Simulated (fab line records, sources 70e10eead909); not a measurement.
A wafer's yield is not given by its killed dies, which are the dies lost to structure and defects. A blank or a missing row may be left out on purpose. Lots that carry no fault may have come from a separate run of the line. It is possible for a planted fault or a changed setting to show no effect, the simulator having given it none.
The tool behind it: which one? ; flow nand-harc ; 12 lots, 36 wafers sampled, at 4 steps of a route of 1302

WHAT THE GAUGES READ, wafer by wafer
NHARC_P_M2_CD_MEAS_09: the cd target is 170 nm.
lot;measured;on;cd-nm (nm)
L075;day 6 18:02;cd-sem-01;170.6 170.1 170.5
L077;day 7 11:38;cd-sem-01;169.8 170.7 170.8
L079;day 8 13:42;cd-sem-03;170.4 170.6 170.0
L080;day 9 09:19;cd-sem-03;170.0 169.4 170.1
L083;day 10 06:07;cd-sem-03;169.0 169.6 170.2
L085;day 10 22:22;cd-sem-03;170.5 170.8 169.9
L088;day 12 09:39;cd-sem-03;170.5 170.9 169.0
L089;day 12 17:20;cd-sem-01;170.3 170.3 170.4
L091;day 13 19:31;cd-sem-01;170.2 171.1 170.0
L093;day 14 07:44;cd-sem-01;170.0 169.5 170.2
L095;day 15 00:48;cd-sem-02;168.6 169.8 169.0
L097;day 16 02:43;cd-sem-01;170.6 170.2 170.6

WHICH TOOL RAN EACH LOT (tool, then ch and the chambers of the sampled wafers, then the start)
lot;NHARC_P_CONTACT_CVD_23;NHARC_P_M0_PVD_21;NHARC_P_M1_PVD_20
L075;cvd-w-01 ch 0,1, day 6 18:02 or earlier;pvd-sputter-03, day 6 18:02 or earlier;pvd-sputter-01, day 6 18:02 or earlier
L077;cvd-w-01 ch 0,1, day 7 11:38 or earlier;pvd-sputter-03, day 7 11:38 or earlier;pvd-sputter-03, day 7 11:38 or earlier
L079;cvd-w-01 ch 0,1, day 8 13:42 or earlier;pvd-sputter-02, day 8 13:42 or earlier;pvd-sputter-02, day 8 13:42 or earlier
L080;cvd-w-02 ch 0,1, day 9 09:19 or earlier;pvd-sputter-03, day 9 09:19 or earlier;pvd-sputter-01, day 9 09:19 or earlier
L083;cvd-w-02 ch 0,1, day 10 06:07 or earlier;pvd-sputter-02, day 10 06:07 or earlier;pvd-sputter-02, day 10 06:07 or earlier
L085;cvd-w-02 ch 0, day 10 22:22 or earlier;pvd-sputter-02, day 10 22:22 or earlier;pvd-sputter-03, day 10 22:22 or earlier
L088;cvd-w-02 ch 0,1, day 12 09:39 or earlier;pvd-sputter-03, day 12 09:39 or earlier;pvd-sputter-01, day 12 09:39 or earlier
L089;cvd-w-01 ch 0,1, day 12 17:20 or earlier;pvd-sputter-03, day 12 17:20 or earlier;pvd-sputter-03, day 12 17:20 or earlier
L091;cvd-w-02 ch 0,1, day 13 19:31 or earlier;pvd-sputter-02, day 13 19:31 or earlier;pvd-sputter-02, day 13 19:31 or earlier
L093;cvd-w-01 ch 0,1, day 14 07:44 or earlier;pvd-sputter-01, day 14 07:44 or earlier;pvd-sputter-02, day 14 07:44 or earlier
L095;cvd-w-02 ch 0,1, day 15 00:48 or earlier;pvd-sputter-01, day 15 00:48 or earlier;pvd-sputter-01, day 15 00:48 or earlier
L097;cvd-w-02 ch 0,1, day 16 02:43 or earlier;pvd-sputter-02, day 16 02:43 or earlier;pvd-sputter-01, day 16 02:43 or earlier
- NHARC_P_CONTACT_CVD_23: deposits W, target thk 200 nm, time 557 s.
- NHARC_P_M0_PVD_21: deposits Cu, target thk 30 nm, time 20.49 s.
- NHARC_P_M1_PVD_20: deposits TaN, target thk 5 nm, time 8.06 s.

THE ANSWER, worked out from the rows above alone
Rule: what is usual is taken from the lots themselves. Put in order of their means at a reading, lots are off if they are a third of the lots or fewer, leave a main group of 4 or more, and stand apart from it by a gap of 3 or more times the standard deviation of the main group's means; of several such gaps the widest counts. A main group whose means are all the same, to the digits that the tables above print for the reading, isn't used. A lot without any number at a reading at which 4 lots or more have one is off too. Where the step has rows for the other lots, those lots are counted as sound.
None of the lots is off at any reading shown; this tells nothing.

WHAT WAS PUT IN BY THE SIMULATOR
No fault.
